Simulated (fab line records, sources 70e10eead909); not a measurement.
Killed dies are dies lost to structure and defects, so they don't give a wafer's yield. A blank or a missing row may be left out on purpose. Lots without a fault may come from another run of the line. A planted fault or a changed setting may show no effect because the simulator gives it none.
Chamber matching | flow nand_harc | NHARC_P_M2_PRE_CLEAN_32 on pecvd-02: 3 sister chambers
The step time 12 s. 14 wafers are shown with their chamber, then 7 later ones without.

WAFERS WITH THEIR CHAMBER
wafer  | chamber | heater_power_w (W) | rf_fwd_power_W (W) | susceptor_temp_C (C)
L236.1 | 0       | 646                | 293.9              | 369.74
L236.3 | 1       | 672                | 292.2              | 369.87
L236.5 | 1       | 679                | 292.2              | 370.13
L237.2 | 1       | 670                | 293.1              | 370.14
L237.3 | 2       | 767                | 292.2              | 370.18
L237.4 | 0       | 618                | 292.1              | 369.91
L239.3 | 0       | 633                | 291.6              | 370.23
L239.4 | 1       | 620                | 292.1              | 369.74
L239.5 | 0       | 631                | 292.4              | 370.09
L245.2 | 0       | 716                | 293.3              | 370.00
L245.4 | 2       | 639                | 291.4              | 370.11
L245.6 | 1       | 625                | 292.1              | 369.93
L252.1 | 2       | 777                | 292.7              | 369.51
L252.4 | 1       | 683                | 292.7              | 370.05

SIGNATURES (means of the wafers above)
reading          | chamber 0 | chamber 1 | chamber 2 | scatter within a chamber
heater_power_w   | 648.80    | 658.17    | 727.67    | 44.5
rf_fwd_power_W   | 292.660   | 292.400   | 292.100   | 0.684
susceptor_temp_C | 369.9940  | 369.9767  | 369.9333  | 0.22
Rule: a wafer's distance from a chamber is the root of the sum, over the readings, of the square of ((its reading less the chamber's mean) divided by the reading's scatter). The wafer belongs to the nearest chamber; if the next one is less than 2 further off, it can't be placed. The scatter: the root of (the sum of the squares of (reading less its chamber's mean) over the shown wafers, divided by (wafers less chambers)).

WAFERS WITHOUT THEIR CHAMBER
wafer  | heater_power_w (W) | rf_fwd_power_W (W) | susceptor_temp_C (C)
L252.6 | 702                | 292.1              | 370.20
L256.1 | 760                | 292.7              | 369.88
L256.4 | 743                | 294.2              | 370.00
L256.5 | 644                | 292.7              | 369.81
L255.2 | 692                | 292.9              | 370.11
L255.5 | 584                | 291.7              | 369.93
L255.6 | 707                | 292.8              | 370.08

WHICH CHAMBER EACH WENT THROUGH
wafer  | from the rows above          | in truth
L252.6 | can't be placed: 2 or 1 or 0 | 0
L256.1 | can't be placed: 2 or 1 or 0 | 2
L256.4 | can't be placed: 0 or 2 or 1 | 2
L256.5 | can't be placed: 0 or 1 or 2 | 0
L255.2 | can't be placed: 0 or 1 or 2 | 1
L255.5 | can't be placed: 1 or 0 or 2 | 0
L255.6 | can't be placed: 2 or 1 or 0 | 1
Placed correctly: 0 of 7. Can't be placed from these rows: 7 (the true chamber is among the candidates in 7). Placed wrongly: 0.
